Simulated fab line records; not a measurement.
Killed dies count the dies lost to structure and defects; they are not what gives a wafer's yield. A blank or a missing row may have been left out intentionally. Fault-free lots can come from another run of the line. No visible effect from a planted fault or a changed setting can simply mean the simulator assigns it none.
Problem report, 8D (eight disciplines) form, completed by code / flow nand harc / the parts of the form that need people (team, actions taken, sign-off) are left out

== 1. THE ISSUE ==
Mean of thk nm at NHARC_P_M1_THK_MEAS_24: 29.9 nm across 6 wafers in 2 lots; on wafers with no fault it is 157.6 nm (standard deviation 1.2). That is -99 or more standard deviations from the usual mean.
The step: measures by xrf.
First seen on wafer L501.1, day 12 14:50, on film metro-01. Wafers with a number at this step in the record: 36, from 12 lots. By rule, "out" or "out of limits" means more than 4 standard deviations away from the usual mean. Any other wafer with a number is counted as sound.

== 2. WHAT IT IS, WHAT IT ISN'T ==
question=which readings at this step | is=thk nm | is not=-
question=which lots | is=L501, L502 | is not=L486, L490, L491, L493, L494, L500, L506, L507, L508, L509
question=which wafers of those lots | is=all that have a number | is not=-
question=read on which gauges | is=film metro-01, film metro-02 | is not=-
question=when | is=from day 12 14:50 | is not=up to then (18 sound wafers); but 12 sound wafers of L506, L507, L508, L509 came after

== 3. WHAT RULES OUT EACH SUSPECT ==
Counting: a tool at any process step up to the reading remains a suspect when it ran all the lots that are out and ran no sound lot after the first of those.
- the gauge at NHARC_P_M1_THK_MEAS_24 has been ruled out. The wafers that are out were read on 2 gauges (film metro-01, film metro-02).
- ecd cu-02 at NHARC_P_M1_ECD_22 (material Cu, target thk 400 nm): ruled out as a lasting fault. After its first lot that is out, L501 (day 12 13:49), sound lots L506, L507, L509 ran on it.
Left after counting: nothing in the record.

== 4. THE CAUSE (what the simulator had put in) ==
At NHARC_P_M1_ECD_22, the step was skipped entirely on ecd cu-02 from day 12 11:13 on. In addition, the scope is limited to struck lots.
It was ruled out by counting, in error; the rule expects a fault to strike all lots run on its tool from its start on, and this fault did not.

== 5. THE CHAIN OF EFFECTS, in route order ==
Each row: a reading where the mean over the struck wafers with a number is more than 3 standard deviations away from the usual. Scope: only readings with a usual standard deviation given in the record; hours: median across lots of the time from each lot's start at the first step in this table that gives one to its start at this step; sigmas: change in usual standard deviations.
hours=0; step=NHARC_P_M1_CMP_23; reading=time to endpoint s; usual=28.3 s; on struck wafers=2.9; change=-25.4; sigmas=-9.4
hours=0; step=NHARC_P_M1_THK_MEAS_24; reading=thk nm; usual=157.6 nm; on struck wafers=29.9; change=-127.7; sigmas=-99 or more
hours=437; step=NHARC_END_SORT_01; reading=defect limited yield; usual=91.2 %; on struck wafers=0.0; change=-91.2; sigmas=-36
hours=437; step=NHARC_END_SORT_01; reading=killed at periphery; usual=3.9; on struck wafers=614.3; change=+610.4; sigmas=+99 or more
hours=437; step=NHARC_END_SORT_01; reading=killed dies; usual=59; on struck wafers=677; change=+618; sigmas=+36
The process steps in it:
- NHARC_P_M1_CMP_23: polishes, t overpolish 20 s, target thk 157.82 nm.
Readings that are blank on the struck wafers while sound wafers have them: bath heat duty pct at NHARC_P_M1_ECD_22; bath temp c at NHARC_P_M1_ECD_22.

== 6. WHAT WOULD HAVE CAUGHT IT SOONER ==
The first out-of-limits reading at a measuring or inspecting step in this record came at day 12 14:50, 4 hours after the fault's start at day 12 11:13.
At NHARC_P_M1_ECD_22 the tool's readings are blank on the struck wafers, where sound wafers have them: an empty tool record is the first sign, and it was there at once.
